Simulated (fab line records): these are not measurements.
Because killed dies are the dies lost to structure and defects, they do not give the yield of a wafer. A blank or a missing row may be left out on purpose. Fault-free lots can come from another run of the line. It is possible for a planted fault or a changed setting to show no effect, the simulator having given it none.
Which tool is to blame? + flow n5 finfet + 69 wafers from 23 lots sampled at 6 of the route's 1938 steps

## WHAT THE GAUGES SHOWED, per wafer
Not one reading of a measure or inspect step in the record can be checked against a usual standard deviation.

## WHAT TOOL EACH LOT RAN ON (gives the tool, then ch and the chambers of the sampled wafers, and finally the start)
| lot  | N5_HKMG_FIN_ALD_91                 | N5_HKMG_FIN_CMP_23           | N5_GATE_CUT_ETCH_58                | N5_GATE_CUT_PECVD_57           | N5_GATE_CUT_DESCUM_18             | N5_GATE_CUT_VAPOR_ETCH_49         |
|------|------------------------------------|------------------------------|------------------------------------|--------------------------------|-----------------------------------|-----------------------------------|
| L074 | ald metal-04 ch 0,3, day 4 01:46   | cmp-03 ch 0,1,2, day 4 04:28 | rie diel-06 ch 0,1,2, day 4 05:35  | pecvd-02 ch 0,2, day 4 08:14   | rie diel-06 ch 1,3, day 4 09:06   | rie metal-02 ch 0,1, day 4 09:43  |
| L075 | ald metal-01 ch 0,2,3, day 4 13:45 | cmp-03 ch 0,3, day 4 16:46   | rie diel-03 ch 0,1, day 4 17:55    | pecvd-03 ch 0,1,2, day 4 20:26 | rie diel-06 ch 2,3, day 4 22:20   | rie metal-01 ch 0,1, day 4 22:56  |
| L076 | ald metal-01 ch 0,1,3, day 4 15:32 | cmp-02 ch 1,2,3, day 4 18:21 | rie diel-03 ch 0,1,2, day 4 19:29  | pecvd-02 ch 1,2, day 4 23:05   | rie diel-06 ch 0,2,3, day 5 01:00 | rie metal-03 ch 0,1, day 5 01:37  |
| L077 | ald metal-04 ch 0,1,2, day 4 22:54 | cmp-03 ch 0,1,2, day 5 02:29 | rie diel-06 ch 0,2, day 5 03:22    | pecvd-02 ch 1,2, day 5 05:54   | rie diel-03 ch 2,3, day 5 07:10   | rie metal-02 ch 0,1, day 5 07:46  |
| L079 | ald metal-03 ch 1,3, day 5 13:45   | cmp-03 ch 0,3, day 5 16:52   | rie diel-03 ch 1,2,3, day 5 17:50  | pecvd-02 ch 0,1, day 5 20:40   | rie diel-06 ch 0,1,3, day 5 21:42 | rie metal-01 ch 0,1, day 5 22:18  |
| L080 | ald metal-03 ch 0,2,3, day 5 23:30 | cmp-02 ch 0,2, day 6 02:25   | rie diel-03 ch 0,2,3, day 6 03:23  | pecvd-03 ch 0,1,2, day 6 05:54 | rie diel-03 ch 0,2, day 6 07:17   | rie metal-02 ch 0,1, day 6 07:53  |
| L081 | ald metal-03 ch 1,2,3, day 6 05:53 | cmp-03 ch 0,2,3, day 6 08:39 | rie diel-03 ch 0,1,2, day 6 09:43  | pecvd-01 ch 0,1, day 6 12:14   | rie diel-03 ch 1,2,3, day 6 13:05 | rie metal-02 ch 0,1, day 6 13:43  |
| L082 | ald metal-04 ch 1,2,3, day 6 08:19 | cmp-03 ch 0,1, day 6 11:13   | rie diel-03 ch 0,2, day 6 12:10    | pecvd-03 ch 1,2, day 6 15:01   | rie diel-06 ch 1,2, day 6 15:52   | rie metal-03 ch 0,1, day 6 16:28  |
| L083 | ald metal-04 ch 0,2,3, day 6 10:19 | cmp-01 ch 0,2,3, day 6 13:20 | rie diel-02 ch 0,2, day 6 14:13    | pecvd-03 ch 0,1,2, day 6 17:43 | rie diel-02 ch 0,1, day 6 18:35   | rie metal-01 ch 1, day 6 19:35    |
| L084 | ald metal-01 ch 2,3, day 6 18:31   | cmp-01 ch 0,1,3, day 6 21:29 | rie diel-06 ch 1,3, day 6 22:42    | pecvd-03 ch 0,1, day 7 01:14   | rie diel-02 ch 0,2, day 7 02:07   | rie metal-01 ch 0,1, day 7 02:44  |
| L085 | ald metal-01 ch 0,1,3, day 6 23:37 | cmp-01 ch 1,2,3, day 7 02:26 | rie diel-02 ch 0,1, day 7 03:23    | pecvd-02 ch 0,1,2, day 7 05:55 | rie diel-06 ch 1,3, day 7 06:56   | rie metal-01 ch 0,1, day 7 07:32  |
| L086 | ald metal-04 ch 0,1, day 7 05:46   | cmp-02 ch 0,3, day 7 08:28   | rie diel-02 ch 1,2,3, day 7 09:29  | pecvd-01 ch 0,1,2, day 7 12:02 | rie diel-03 ch 0,1,3, day 7 13:05 | rie metal-02 ch 0,1, day 7 13:42  |
| L087 | ald metal-04 ch 0,2, day 7 13:19   | cmp-03 ch 1,2,3, day 7 16:17 | rie diel-02 ch 2,3, day 7 17:11    | pecvd-01 ch 0,2, day 7 19:46   | rie diel-06 ch 0,2,3, day 7 20:45 | rie metal-01 ch 0,1, day 7 21:22  |
| L088 | ald metal-01 ch 0,2,3, day 7 18:34 | cmp-03 ch 0,2, day 7 21:23   | rie diel-03 ch 0,1, day 7 22:21    | pecvd-03 ch 0,2, day 8 01:20   | rie diel-03 ch 1,3, day 8 02:19   | rie metal-01 ch 1, day 8 02:55    |
| L089 | ald metal-01 ch 0,2,3, day 8 02:19 | cmp-03 ch 1,2,3, day 8 05:32 | rie diel-06 ch 0,1,3, day 8 06:34  | pecvd-01 ch 0,2, day 8 09:05   | rie diel-03 ch 1,2,3, day 8 10:02 | rie metal-03 ch 0,1, day 8 10:39  |
| L090 | ald metal-04 ch 0,3, day 8 05:42   | cmp-01 ch 1,3, day 8 08:49   | rie diel-02 ch 1,3, day 8 09:46    | pecvd-02 ch 1,2, day 8 12:18   | rie diel-03 ch 0,1, day 8 13:53   | rie metal-03 ch 0,1, day 8 14:30  |
| L091 | ald metal-03 ch 0,3, day 8 11:40   | cmp-03 ch 0,2, day 8 14:38   | rie diel-02 ch 0,2,3, day 8 15:39  | pecvd-01 ch 1,2, day 8 21:16   | rie diel-02 ch 1,2,3, day 8 22:08 | rie metal-03 ch 0,1, day 8 22:44  |
| L092 | ald metal-01 ch 0,1,2, day 8 16:07 | cmp-01 ch 0,1, day 8 18:53   | rie diel-03 ch 0,2, day 8 19:58    | pecvd-02 ch 0,1,2, day 9 01:45 | rie diel-03 ch 1,2, day 9 02:46   | rie metal-02 ch 0,1, day 9 03:23  |
| L093 | ald metal-03 ch 1,3, day 9 01:48   | cmp-02 ch 0,1,2, day 9 04:44 | rie diel-02 ch 2,3, day 9 05:36    | pecvd-03 ch 0,2, day 9 08:07   | rie diel-06 ch 2,3, day 9 09:06   | rie metal-01 ch 0,1, day 9 09:42  |
| L094 | ald metal-03 ch 0,1,2, day 9 05:21 | cmp-01 ch 1,2, day 9 08:20   | rie diel-03 ch 0,2,3, day 9 09:25  | pecvd-03 ch 1,2, day 9 11:55   | rie diel-03 ch 1,2, day 9 13:01   | rie metal-03 ch 0,1, day 9 13:38  |
| L095 | ald metal-04 ch 0,1,2, day 9 11:37 | cmp-01 ch 1,3, day 9 14:39   | rie diel-03 ch 0,2,3, day 9 15:36  | pecvd-03 ch 0,1,2, day 9 18:07 | rie diel-02 ch 1,2,3, day 9 19:02 | rie metal-02 ch 0, day 9 19:38    |
| L096 | ald metal-01 ch 1,2, day 9 20:35   | cmp-01 ch 1,2,3, day 9 23:28 | rie diel-06 ch 0,1,3, day 10 00:21 | pecvd-01 ch 0,1, day 10 02:52  | rie diel-06 ch 1,2, day 10 03:43  | rie metal-01 ch 0,1, day 10 04:20 |
| L097 | ald metal-03 ch 0,1, day 10 03:35  | cmp-03 ch 2,3, day 10 06:23  | rie diel-02 ch 1,2,3, day 10 07:29 | pecvd-03 ch 1,2, day 10 10:07  | rie diel-02 ch 1,3, day 10 11:06  | rie metal-03 ch 1, day 10 11:43   |
- N5_HKMG_FIN_ALD_91: deposits TiN, target thk 1 nm, pulse time 1 s, purge time 3 s.
- N5_HKMG_FIN_CMP_23: polishes, stops on SiNx, t overpolish 10 s, target thk 46.326 nm.
- N5_GATE_CUT_ETCH_58: etches SiNx in CH3F/O2, target depth 17 nm, time 128.6 s.
- N5_GATE_CUT_PECVD_57: deposits SiNx from SiH4/NH3/N2, target thk 21 nm.
- N5_GATE_CUT_DESCUM_18: chemistry O2, time 7 s.
- N5_GATE_CUT_VAPOR_ETCH_49: etches TiAlC in BCl3/Cl2.

## WHAT THE TOOLS THEMSELVES READ (means of the sampled wafers that have a number; where no wafer has one, the mark that the record gives instead)
N5_HKMG_FIN_ALD_91. Usual: heater power w 872 W, standard deviation 69; precursor pulse height rel 1.001, standard deviation 0.019.
| lot  | tool         | heater power w (W) | precursor pulse height rel | flag |
|------|--------------|--------------------|----------------------------|------|
| L074 | ald metal-04 | 972                | 0.993                      |      |
| L075 | ald metal-01 | 838                | 0.993                      |      |
| L076 | ald metal-01 | 821                | 1.012                      |      |
| L077 | ald metal-04 | 857                | 0.995                      |      |
| L079 | ald metal-03 | 935                | 0.989                      |      |
| L080 | ald metal-03 | 878                | 0.989                      |      |
| L081 | ald metal-03 | 884                | 1.003                      |      |
| L082 | ald metal-04 | 863                | 0.996                      |      |
| L083 | ald metal-04 | 917                | 1.006                      |      |
| L084 | ald metal-01 | 887                | 1.010                      |      |
| L085 | ald metal-01 | 839                | 0.984                      |      |
| L086 | ald metal-04 | 909                | 1.009                      |      |
| L087 | ald metal-04 | 867                | 1.027                      |      |
| L088 | ald metal-01 | 845                | 0.997                      |      |
| L089 | ald metal-01 | 848                | 0.991                      |      |
| L090 | ald metal-04 | 951                | 1.003                      |      |
| L091 | ald metal-03 | 927                | 0.986                      |      |
| L092 | ald metal-01 | 840                | 0.996                      |      |
| L093 | ald metal-03 | 886                | 1.014                      |      |
| L094 | ald metal-03 | 852                | 0.998                      |      |
| L095 | ald metal-04 | 854                | 1.009                      |      |
| L096 | ald metal-01 | 890                | 1.005                      |      |
| L097 | ald metal-03 | 830                | 1.014                      |      |

N5_HKMG_FIN_CMP_23. Usual: motor current A 12.7 A, standard deviation 1.3; overpolish run s 9.999 s, standard deviation 0.0093; slurry flow ml min 149.9, standard deviation 0.48; time to endpoint s 11.9 s, standard deviation 1.8.
| lot  | tool   | motor current A (A) | overpolish run s (s) | slurry flow ml min | time to endpoint s (s) | flag |
|------|--------|---------------------|----------------------|--------------------|------------------------|------|
| L074 | cmp-03 | 12.0                | 9.998                | 149.5              | 10.9                   |      |
| L075 | cmp-03 | 12.5                | 9.993                | 150.0              | 12.1                   |      |
| L076 | cmp-02 | 12.2                | 9.998                | 150.0              | 12.5                   |      |
| L077 | cmp-03 | 12.3                | 9.996                | 149.9              | 10.0                   |      |
| L079 | cmp-03 | 12.7                | 10.006               | 149.7              | 9.7                    |      |
| L080 | cmp-02 | 11.5                | 10.000               | 150.5              | 13.7                   |      |
| L081 | cmp-03 | 12.6                | 10.004               | 149.6              | 11.5                   |      |
| L082 | cmp-03 | 11.8                | 9.991                | 149.9              | 10.1                   |      |
| L083 | cmp-01 | 12.4                | 9.999                | 150.5              | 13.4                   |      |
| L084 | cmp-01 | 13.3                | 9.990                | 150.2              | 12.5                   |      |
| L085 | cmp-01 | 13.5                | 10.000               | 149.5              | 11.6                   |      |
| L086 | cmp-02 | 12.6                | 10.003               | 149.9              | 11.8                   |      |
| L087 | cmp-03 | 12.5                | 10.005               | 150.0              | 10.7                   |      |
| L088 | cmp-03 | 12.5                | 10.006               | 149.4              | 10.6                   |      |
| L089 | cmp-03 | 12.2                | 10.002               | 150.3              | 9.7                    |      |
| L090 | cmp-01 | 14.2                | 9.995                | 150.0              | 12.9                   |      |
| L091 | cmp-03 | 12.3                | 9.993                | 150.0              | 13.1                   |      |
| L092 | cmp-01 | 13.9                | 9.990                | 150.0              | 13.8                   |      |
| L093 | cmp-02 | 12.2                | 9.991                | 149.9              | 13.6                   |      |
| L094 | cmp-01 | 14.9                | 10.001               | 149.6              | 11.5                   |      |
| L095 | cmp-01 | 14.3                | 9.996                | 149.8              | 12.3                   |      |
| L096 | cmp-01 | 13.6                | 10.001               | 150.1              | 12.9                   |      |
| L097 | cmp-03 | 13.0                | 9.991                | 150.0              | 13.1                   |      |

N5_GATE_CUT_ETCH_58. Usual: drypump motor current A 5.9 A, standard deviation 0.43; oes product au 0.80 a.u., standard deviation 0.096; rf fwd power W 413.1 W, standard deviation 1.2; rf vpp V 99.3 V, standard deviation 0.95; showerhead plenum p Torr 2.02 Torr, standard deviation 0.079; throttle valve pct 16.31 %, standard deviation 0.26.
| lot  | tool        | drypump motor current A (A) | oes product au (a.u.) | rf fwd power W (W) | rf vpp V (V) | showerhead plenum p Torr (Torr) | throttle valve pct (%) | flag |
|------|-------------|-----------------------------|-----------------------|--------------------|--------------|---------------------------------|------------------------|------|
| L074 | rie diel-06 | 5.8                         | 0.78                  | 412.5              | 98.8         | 2.03                            | 16.34                  |      |
| L075 | rie diel-03 | 6.2                         | 0.73                  | 412.8              | 100.1        | 2.05                            | 16.51                  |      |
| L076 | rie diel-03 | 6.0                         | 0.74                  | 412.9              | 99.5         | 2.00                            | 16.45                  |      |
| L077 | rie diel-06 | 5.7                         | 0.77                  | 413.6              | 98.5         | 2.00                            | 16.38                  |      |
| L079 | rie diel-03 | 5.5                         | 0.74                  | 413.0              | 98.7         | 2.00                            | 16.51                  |      |
| L080 | rie diel-03 | 5.7                         | 0.81                  | 413.8              | 98.6         | 1.96                            | 16.40                  |      |
| L081 | rie diel-03 | 6.0                         | 0.83                  | 413.7              | 98.5         | 2.00                            | 16.33                  |      |
| L082 | rie diel-03 | 6.2                         | 0.89                  | 413.1              | 99.3         | 1.95                            | 16.20                  |      |
| L083 | rie diel-02 | 6.1                         | 0.80                  | 414.5              | 98.9         | 1.99                            | 16.44                  |      |
| L084 | rie diel-06 | 6.0                         | 0.88                  | 413.8              | 99.3         | 2.09                            | 15.99                  |      |
| L085 | rie diel-02 | 6.1                         | 0.82                  | 413.1              | 99.3         | 2.11                            | 15.99                  |      |
| L086 | rie diel-02 | 6.0                         | 0.84                  | 414.4              | 100.0        | 2.05                            | 16.28                  |      |
| L087 | rie diel-02 | 6.0                         | 0.83                  | 413.3              | 99.5         | 1.99                            | 16.49                  |      |
| L088 | rie diel-03 | 6.4                         | 0.86                  | 412.5              | 99.9         | 2.00                            | 16.28                  |      |
| L089 | rie diel-06 | 6.0                         | 0.80                  | 412.1              | 101.1        | 2.04                            | 16.17                  |      |
| L090 | rie diel-02 | 5.8                         | 0.90                  | 412.9              | 100.0        | 2.12                            | 16.09                  |      |
| L091 | rie diel-02 | 5.9                         | 0.84                  | 412.3              | 99.4         | 2.05                            | 16.27                  |      |
| L092 | rie diel-03 | 6.2                         | 0.84                  | 413.6              | 98.7         | 1.95                            | 16.26                  |      |
| L093 | rie diel-02 | 5.8                         | 0.88                  | 413.8              | 99.8         | 2.06                            | 16.33                  |      |
| L094 | rie diel-03 | 5.8                         | 0.87                  | 412.3              | 99.0         | 1.95                            | 16.28                  |      |
| L095 | rie diel-03 | 5.7                         | 0.86                  | 412.6              | 98.8         | 1.95                            | 16.28                  |      |
| L096 | rie diel-06 | 6.0                         | 0.80                  | 413.8              | 100.0        | 2.04                            | 16.20                  |      |
| L097 | rie diel-02 | 6.0                         | 0.80                  | 413.4              | 99.3         | 2.04                            | 16.31                  |      |

N5_GATE_CUT_PECVD_57. Usual: heater power w 746 W, standard deviation 71; rf fwd power W 297.2 W, standard deviation 1.2; showerhead plenum p Torr 5.14 Torr, standard deviation 0.064; showerhead vpp V 1066 V, standard deviation 34; throttle valve pct 39.5 %, standard deviation 2.1.
| lot  | tool     | heater power w (W) | rf fwd power W (W) | showerhead plenum p Torr (Torr) | showerhead vpp V (V) | throttle valve pct (%) | flag |
|------|----------|--------------------|--------------------|---------------------------------|----------------------|------------------------|------|
| L074 | pecvd-02 | 797                | 298.5              | 5.20                            | 1060                 | 39.3                   |      |
| L075 | pecvd-03 | 742                | 297.1              | 5.14                            | 1057                 | 39.1                   |      |
| L076 | pecvd-02 | 698                | 298.3              | 5.15                            | 1072                 | 40.1                   |      |
| L077 | pecvd-02 | 806                | 298.1              | 5.17                            | 1063                 | 38.8                   |      |
| L079 | pecvd-02 | 656                | 297.6              | 5.15                            | 1080                 | 42.4                   |      |
| L080 | pecvd-03 | 702                | 297.3              | 5.14                            | 1058                 | 39.2                   |      |
| L081 | pecvd-01 | 790                | 296.1              | 5.20                            | 1021                 | 39.5                   |      |
| L082 | pecvd-03 | 749                | 297.0              | 5.12                            | 1074                 | 38.6                   |      |
| L083 | pecvd-03 | 720                | 297.1              | 5.14                            | 1058                 | 39.0                   |      |
| L084 | pecvd-03 | 732                | 298.0              | 5.15                            | 1049                 | 39.7                   |      |
| L085 | pecvd-02 | 737                | 298.0              | 5.18                            | 1070                 | 41.1                   |      |
| L086 | pecvd-01 | 813                | 295.7              | 5.10                            | 1065                 | 38.3                   |      |
| L087 | pecvd-01 | 848                | 297.0              | 5.06                            | 1097                 | 37.6                   |      |
| L088 | pecvd-03 | 745                | 297.6              | 5.14                            | 1068                 | 38.7                   |      |
| L089 | pecvd-01 | 855                | 297.5              | 5.14                            | 1055                 | 38.8                   |      |
| L090 | pecvd-02 | 708                | 297.7              | 5.15                            | 1083                 | 40.2                   |      |
| L091 | pecvd-01 | 774                | 296.6              | 5.01                            | 1127                 | 37.3                   |      |
| L092 | pecvd-02 | 805                | 298.1              | 5.17                            | 1064                 | 41.4                   |      |
| L093 | pecvd-03 | 706                | 296.9              | 5.14                            | 1056                 | 38.7                   |      |
| L094 | pecvd-03 | 649                | 296.1              | 5.14                            | 1054                 | 39.5                   |      |
| L095 | pecvd-03 | 722                | 296.7              | 5.14                            | 1055                 | 39.3                   |      |
| L096 | pecvd-01 | 753                | 294.6              | 5.16                            | 1032                 | 38.8                   |      |
| L097 | pecvd-03 | 678                | 297.1              | 5.13                            | 1084                 | 38.9                   |      |

N5_GATE_CUT_DESCUM_18. Usual: drypump motor current A 5.8 A, standard deviation 0.42; oes product au 0.81 a.u., standard deviation 0.093; rf fwd power W 49.31 W, standard deviation 0.21; rf vpp V 243.6 V, standard deviation 1.4; showerhead plenum p Torr 2.12 Torr, standard deviation 0.075; throttle valve pct 20.38 %, standard deviation 0.23.
| lot  | tool        | drypump motor current A (A) | oes product au (a.u.) | rf fwd power W (W) | rf vpp V (V) | showerhead plenum p Torr (Torr) | throttle valve pct (%) | flag |
|------|-------------|-----------------------------|-----------------------|--------------------|--------------|---------------------------------|------------------------|------|
| L074 | rie diel-06 | 6.0                         | 0.74                  | 49.52              | 243.4        | 2.17                            | 20.30                  |      |
| L075 | rie diel-06 | 5.4                         | 0.92                  | 48.95              | 244.8        | 2.17                            | 20.29                  |      |
| L076 | rie diel-06 | 5.7                         | 0.84                  | 49.35              | 244.5        | 2.15                            | 20.34                  |      |
| L077 | rie diel-03 | 5.3                         | 0.72                  | 49.29              | 242.9        | 2.05                            | 20.63                  |      |
| L079 | rie diel-06 | 5.9                         | 0.84                  | 49.45              | 244.7        | 2.14                            | 20.26                  |      |
| L080 | rie diel-03 | 5.7                         | 0.83                  | 49.12              | 242.2        | 2.03                            | 20.42                  |      |
| L081 | rie diel-03 | 5.5                         | 0.74                  | 49.25              | 243.3        | 2.09                            | 20.63                  |      |
| L082 | rie diel-06 | 5.8                         | 0.94                  | 49.39              | 244.4        | 2.14                            | 20.17                  |      |
| L083 | rie diel-02 | 6.2                         | 0.81                  | 49.44              | 245.2        | 2.20                            | 20.08                  |      |
| L084 | rie diel-02 | 6.1                         | 0.81                  | 49.60              | 244.5        | 2.14                            | 20.31                  |      |
| L085 | rie diel-06 | 5.9                         | 0.87                  | 49.38              | 244.7        | 2.19                            | 20.13                  |      |
| L086 | rie diel-03 | 6.0                         | 0.77                  | 49.25              | 243.1        | 2.10                            | 20.56                  |      |
| L087 | rie diel-06 | 5.7                         | 0.81                  | 49.20              | 243.7        | 2.14                            | 20.38                  |      |
| L088 | rie diel-03 | 5.7                         | 0.72                  | 49.26              | 243.5        | 2.14                            | 20.69                  |      |
| L089 | rie diel-03 | 5.6                         | 0.73                  | 49.21              | 243.8        | 2.08                            | 20.64                  |      |
| L090 | rie diel-03 | 6.2                         | 0.79                  | 49.07              | 244.1        | 2.14                            | 20.55                  |      |
| L091 | rie diel-02 | 6.0                         | 0.82                  | 49.37              | 243.8        | 2.14                            | 20.38                  |      |
| L092 | rie diel-03 | 5.7                         | 0.74                  | 49.40              | 243.9        | 2.12                            | 20.61                  |      |
| L093 | rie diel-06 | 5.6                         | 0.84                  | 49.05              | 244.6        | 2.18                            | 20.24                  |      |
| L094 | rie diel-03 | 5.5                         | 0.74                  | 49.09              | 242.7        | 2.07                            | 20.57                  |      |
| L095 | rie diel-02 | 6.0                         | 0.80                  | 49.32              | 244.5        | 2.14                            | 20.39                  |      |
| L096 | rie diel-06 | 5.6                         | 0.88                  | 49.14              | 243.4        | 2.13                            | 20.30                  |      |
| L097 | rie diel-02 | 6.0                         | 0.79                  | 49.38              | 244.2        | 2.19                            | 20.19                  |      |

N5_GATE_CUT_VAPOR_ETCH_49. Usual: drypump motor current A 5.5 A, standard deviation 0.38; oes product au 0.79 a.u., standard deviation 0.081.
| lot  | tool         | drypump motor current A (A) | oes product au (a.u.) | flag |
|------|--------------|-----------------------------|-----------------------|------|
| L074 | rie metal-02 | 5.4                         | 0.82                  |      |
| L075 | rie metal-01 | 5.8                         | 0.82                  |      |
| L076 | rie metal-03 | 5.4                         | 0.86                  |      |
| L077 | rie metal-02 | 5.3                         | 0.84                  |      |
| L079 | rie metal-01 | 5.8                         | 0.81                  |      |
| L080 | rie metal-02 | 5.4                         | 0.80                  |      |
| L081 | rie metal-02 | 5.4                         | 0.80                  |      |
| L082 | rie metal-03 | 5.1                         | 0.76                  |      |
| L083 | rie metal-01 | 6.1                         | 0.83                  |      |
| L084 | rie metal-01 | 5.8                         | 0.79                  |      |
| L085 | rie metal-01 | 5.8                         | 0.79                  |      |
| L086 | rie metal-02 | 5.3                         | 0.83                  |      |
| L087 | rie metal-01 | 5.5                         | 0.76                  |      |
| L088 | rie metal-01 | 6.1                         | 0.82                  |      |
| L089 | rie metal-03 | 5.3                         | 0.82                  |      |
| L090 | rie metal-03 | 5.1                         | 0.74                  |      |
| L091 | rie metal-03 | 5.4                         | 0.81                  |      |
| L092 | rie metal-02 | 5.4                         | 0.81                  |      |
| L093 | rie metal-01 | 5.8                         | 0.78                  |      |
| L094 | rie metal-03 | 5.1                         | 0.73                  |      |
| L095 | rie metal-02 | 5.5                         | 0.75                  |      |
| L096 | rie metal-01 | 5.5                         | 0.75                  |      |
| L097 | rie metal-03 | 5.6                         | 0.87                  |      |

## THE ANSWER, worked out from the rows above alone
Rule: a lot counts as off when the mean over its wafers that have a number is more than 3 standard deviations away from the usual mean. Also off: a lot with no number at a reading for which 4 or more lots have one. Any other lot the step has rows for is counted as sound. Order of review: gauges by route order, followed by the tools' own readings, for which a lot's mean as printed above is used. The first step at which some lot is off is used, and at that step the reading that is off furthest; a lot without a number counts as furthest.
No lot is off on any of the readings shown, so nothing can be concluded from this.

## WHAT THE SIMULATOR HAD PUT IN
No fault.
